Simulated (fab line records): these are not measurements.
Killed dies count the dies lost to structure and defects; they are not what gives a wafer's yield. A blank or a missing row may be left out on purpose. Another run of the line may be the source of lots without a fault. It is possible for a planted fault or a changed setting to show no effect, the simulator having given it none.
The tool behind it: which one? -- flow nandHarc -- 24 lots with 72 wafers sampled at 3 steps, on a route of 1159 steps

WHAT THE GAUGES SHOWED, per wafer
NHARC_A_START_INSPECT_01.
lot,measured,on,rawDefectCount
L074,day 6 10:38,defectInspect-02,7 3 2
L075,day 6 11:44,defectInspect-02,3 6 6
L077,day 6 22:16,defectInspect-01,3 2 4
L076,day 7 02:49,defectInspect-02,3 2 4
L078,day 7 11:31,defectInspect-02,4 4 4
L079,day 7 22:02,defectInspect-01,5 5 3
L080,day 8 01:18,defectInspect-02,2 2 1
L082,day 8 09:09,defectInspect-01,4 3 3
L083,day 8 09:30,defectInspect-02,4 5 3
L081,day 8 09:50,defectInspect-01,3 9 0
L085,day 9 01:56,defectInspect-02,6 2 4
L084,day 9 02:26,defectInspect-01,1 2 4
L086,day 9 23:39,defectInspect-01,2 5 2
L088,day 10 00:28,defectInspect-01,3 1 2
L087,day 10 01:10,defectInspect-01,2 1 4
L089,day 10 10:31,defectInspect-01,1 2 3
L090,day 10 11:41,defectInspect-01,3 8 4
L091,day 11 01:43,defectInspect-02,6 8 5
L092,day 11 02:21,defectInspect-01,5 5 6
L093,day 11 04:21,defectInspect-02,1 4 8
L094,day 11 16:13,defectInspect-01,3 2 3
L095,day 11 20:14,defectInspect-02,5 4 5
L096,day 11 20:52,defectInspect-01,4 2 1
L097,day 12 20:14,defectInspect-02,5 7 3

NHARC_A_ONON_D1_THK_MEAS_21: measures by ellipsometry.
lot,measured,on,thkNm (nm)
L074,day 7 21:55,filmMetro-02,991 992 990
L075,day 7 21:42,filmMetro-01,994 995 996
L077,day 8 12:51,filmMetro-02,1012 1014 1014
L076,day 8 12:51,filmMetro-01,1012 1011 1011
L078,day 8 23:10,filmMetro-01,968 969 969
L079,day 9 10:28,filmMetro-02,996 996 996
L080,day 9 10:37,filmMetro-01,1016 1015 1017
L082,day 9 19:19,filmMetro-02,996 997 998
L083,day 9 19:20,filmMetro-01,1011 1013 1012
L081,day 9 19:20,filmMetro-02,1006 1007 1008
L085,day 10 11:22,filmMetro-02,978 979 977
L084,day 10 11:22,filmMetro-01,1004 1005 1006
L086,day 11 09:59,filmMetro-02,984 986 984
L088,day 11 10:07,filmMetro-02,1021 1022 1020
L087,day 11 10:07,filmMetro-01,1005 1004 1006
L089,day 11 19:46,filmMetro-01,985 984 985
L090,day 11 19:49,filmMetro-02,987 986 987
L091,day 12 12:19,filmMetro-02,1011 1010 1010
L092,day 12 12:19,filmMetro-01,1011 1013 1013
L093,day 12 12:20,filmMetro-02,997 999 1000
L094,day 13 11:48,filmMetro-01,1020 1021 1023
L095,day 13 12:10,filmMetro-02,1004 1005 1005
L096,day 13 11:56,filmMetro-01,1000 998 999
L097,day 14 09:21,filmMetro-02,996 996 996

NHARC_A_CHANNEL_HOLE_D1_INSPECT_12.
lot,measured,on,rawDefectCount
L074,day 8 04:38,defectInspect-01,6 4 2
L075,day 8 03:55,defectInspect-02,3 6 10
L077,day 8 18:11,defectInspect-01,5 4 5
L076,day 8 19:22,defectInspect-01,8 9 9
L078,day 9 08:16,defectInspect-01,7 12 7
L079,day 9 17:20,defectInspect-02,2 3 6
L080,day 9 17:45,defectInspect-01,3 7 3
L082,day 10 00:30,defectInspect-02,8 8 2
L083,day 10 00:38,defectInspect-02,10 6 7
L081,day 10 01:13,defectInspect-02,8 7 5
L085,day 10 18:16,defectInspect-02,7 9 6
L084,day 10 16:26,defectInspect-01,11 9 10
L086,day 11 15:20,defectInspect-01,6 13 7
L088,day 11 16:50,defectInspect-01,6 5 6
L087,day 11 17:16,defectInspect-01,5 8 9
L089,day 12 01:48,defectInspect-01,8 4 3
L090,day 12 02:06,defectInspect-02,3 6 3
L091,day 12 17:43,defectInspect-02,6 7 9
L092,day 12 17:21,defectInspect-01,7 3 4
L093,day 12 17:51,defectInspect-02,11 9 4
L094,day 13 20:26,defectInspect-01,4 3 5
L095,day 13 22:09,defectInspect-01,1 2 5
L096,day 13 20:55,defectInspect-01,3 5 5
L097,day 14 15:28,defectInspect-02,3 7 7

EACH LOT AND THE TOOL THAT RAN IT (in order: tool; ch and the chambers of the sampled wafers; start)
There is no process step in the record ahead of these readings.

AS READ BY THE TOOLS THEMSELVES (means over the sampled wafers that have a number; for cases with no such wafer, the mark the record gives instead)
The record holds no such reading with a usual standard deviation.

THE ANSWER, worked out from the rows above alone
Rule: the lots themselves supply what counts as usual. Put in order of their means at a reading, lots are off if they are a third of the lots or fewer, leave a main group of 4 or more, and stand apart from it by a gap of 3 or more times the standard deviation of the main group's means; of several such gaps the widest counts. A main group is skipped when, at the precision printed for the reading in the tables above, its means are all equal. A lot without any number at a reading at which 4 lots or more have one is off too. Any other lot the step has rows for is counted as sound. First the gauges in route order, then the tools' own readings, where a lot's mean is used as printed above. At the first step where some lot is off, the reading lying furthest off is the one used; lots without a number count as furthest.
Across all readings shown, no lot is off: no conclusion can be drawn from this.

WHAT THE SIMULATOR PUT IN
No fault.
